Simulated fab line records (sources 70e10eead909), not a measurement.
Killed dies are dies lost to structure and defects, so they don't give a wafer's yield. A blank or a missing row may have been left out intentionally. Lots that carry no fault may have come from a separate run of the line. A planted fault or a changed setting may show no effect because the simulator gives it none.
The same fault as seen by 3 desks    flow nand_harc    numbers are kept per desk, each desk with only its own; the story behind them comes last

## THE METROLOGY DESK
What the gauges read for every lot (on any tool): the sampled wafers with a number, averaged. A lot is out of limits, marked OUT, if its mean lies more than 4 standard deviations from the usual mean; the brackets give that distance.
Columns: A = cd_nm at NHARC_A_M0_CD_MEAS_09, usual 80.2 nm; B = overlay_x_nm at NHARC_A_M0_OVL_MEAS_10, usual 0.3 nm; C = overlay_y_nm at NHARC_A_M0_OVL_MEAS_10, usual -0.2 nm; D = cd_nm at NHARC_A_M0_CD_MEAS_16, usual 80.0 nm
lot   first seen here  A     B     C     D
L517  day 23 21:42     80.0  -0.7  -0.4  80.8
L522  day 26 11:23     80.2  1.6   0.5   79.9
L524  day 27 00:22     77.2  0.6   -0.1  76.7
L525  day 27 18:44     77.7  0.2   0.6   78.2
L527  day 28 17:38     80.0  2.6   1.0   80.0
L529  day 29 12:10     78.7  -1.2  0.4   79.1
L533  day 30 13:55     79.3  0.0   -1.6  80.2
Result from this desk: across the 7 lots, nothing is out of limits.

## THE DEFECT DESK
Per lot, the means of the sampled wafers with a number show what the inspections along the route counted. A lot is out of limits, marked OUT, if its mean lies more than 4 standard deviations from the usual mean; the brackets give that distance.
Columns: A = raw_defect_count at NHARC_A_BLC_INSPECT_28, usual 551; B = raw_defect_count at NHARC_A_M0_INSPECT_11, usual 91
lot   first seen here  A    B
L517  day 23 20:40     426  59
L522  day 26 10:34     502  75
L524  day 26 23:35     581  96
L525  day 27 17:58     412  86
L527  day 28 16:44     511  120
L529  day 29 11:16     563  73
L533  day 30 12:47     515  105
Result from this desk: across the 7 lots, nothing is out of limits.

## AT THE TOOL OWNER'S DESK: arfi_scanner-03
The tool's own readings at NHARC_A_M0_EXPOSE_06 (exposes mask A M0, target cd 80 nm): means of the sampled wafers that have a number, for each lot that ran on this tool. A lot is out of limits, marked OUT, if its mean lies more than 4 standard deviations from the usual mean; the brackets give that distance.
Columns: A = exposure_dose_mJ_cm2 at NHARC_A_M0_EXPOSE_06, usual 83.23
lot   first seen here  A
L522  day 26 11:15     83.36
L524  day 27 00:13     79.79 (-44) OUT
L525  day 27 18:36     80.36 (-36) OUT
L529  day 29 12:02     81.11 (-27) OUT
This desk's finding: out of limits on L524, L525, L529; first on L524, day 27 00:13 (exposure_dose_mJ_cm2 at NHARC_A_M0_EXPOSE_06). Within limits: L522.

## BROUGHT TOGETHER
An alarm could have come from the tool owner's desk at day 27 00:13, on L524, L525, L529.
Metrology desk: nothing out of limits seen.
Nothing out of limits was seen by the defect desk.
The metrology desk holds a record of L524, L525, L529, inside its limits.
The defect desk has L524, L525, L529 on record, within its limits.
Every lot named ran NHARC_A_M0_EXPOSE_06 on arfi_scanner-03.

## WHAT THE SIMULATOR HAD INSERTED
Process parameter drift: arfi_scanner-03, from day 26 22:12 on, at NHARC_A_M0_EXPOSE_06. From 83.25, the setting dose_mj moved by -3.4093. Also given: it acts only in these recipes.
Lots struck among those shown: L524, L525, L529.
Time in hours from fault onset to the first out-of-limits reading at each desk: the tool owner's desk, 2.
